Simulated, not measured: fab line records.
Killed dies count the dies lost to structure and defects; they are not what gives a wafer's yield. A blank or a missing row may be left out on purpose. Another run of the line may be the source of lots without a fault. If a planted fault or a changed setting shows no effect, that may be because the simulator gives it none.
Matching of chambers -- flow nand harc -- NHARC_A_STAIRCASE_DEP_259 on pecvd-04 has 3 sister chambers
The step deposits SiON, target thk 30 nm. 14 wafers are shown with their chamber, then 7 later ones without.

WAFERS WITH THEIR CHAMBER
wafer,chamber,heater power w (W)
L139.1,2,676
L139.3,1,669
L139.6,0,742
L138.1,0,750
L138.4,0,736
L138.5,1,725
L141.2,0,751
L141.4,2,710
L141.5,0,739
L143.2,2,690
L143.3,1,692
L143.6,1,704
L144.2,2,617
L144.5,1,679

SIGNATURES (means of the wafers above)
reading,chamber 0,chamber 1,chamber 2,scatter within a chamber
heater power w,743.60,693.80,673.25,25
Rule: a wafer's distance from a chamber is the root of the sum, over the readings, of the square of ((its reading less the chamber's mean) divided by the reading's scatter). If the next closest chamber is less than 2 further off than the closest, the wafer can't be placed; otherwise it belongs to the closest. The scatter is the square root of a quotient: the sum, over the shown wafers, of each reading's squared deviation from its chamber's mean, divided by wafers minus chambers.

WAFERS WHOSE CHAMBER IS MISSING
wafer,heater power w (W)
L144.6,630
L146.2,814
L146.3,731
L146.5,702
L147.1,614
L147.2,820
L147.3,637

WHICH CHAMBER EACH WENT THROUGH
wafer,from the rows above,in truth
L144.6,can't be placed: 2 or 1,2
L146.2,can't be placed: 0 or 1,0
L146.3,can't be placed: 0 or 1 or 2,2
L146.5,can't be placed: 1 or 2 or 0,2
L147.1,can't be placed: 2 or 1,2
L147.2,can't be placed: 0 or 1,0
L147.3,can't be placed: 2 or 1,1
0 of 7 placed correctly. Unplaceable from these rows: 7, with the true chamber sitting among the candidates in 7. Number placed wrongly: 0.
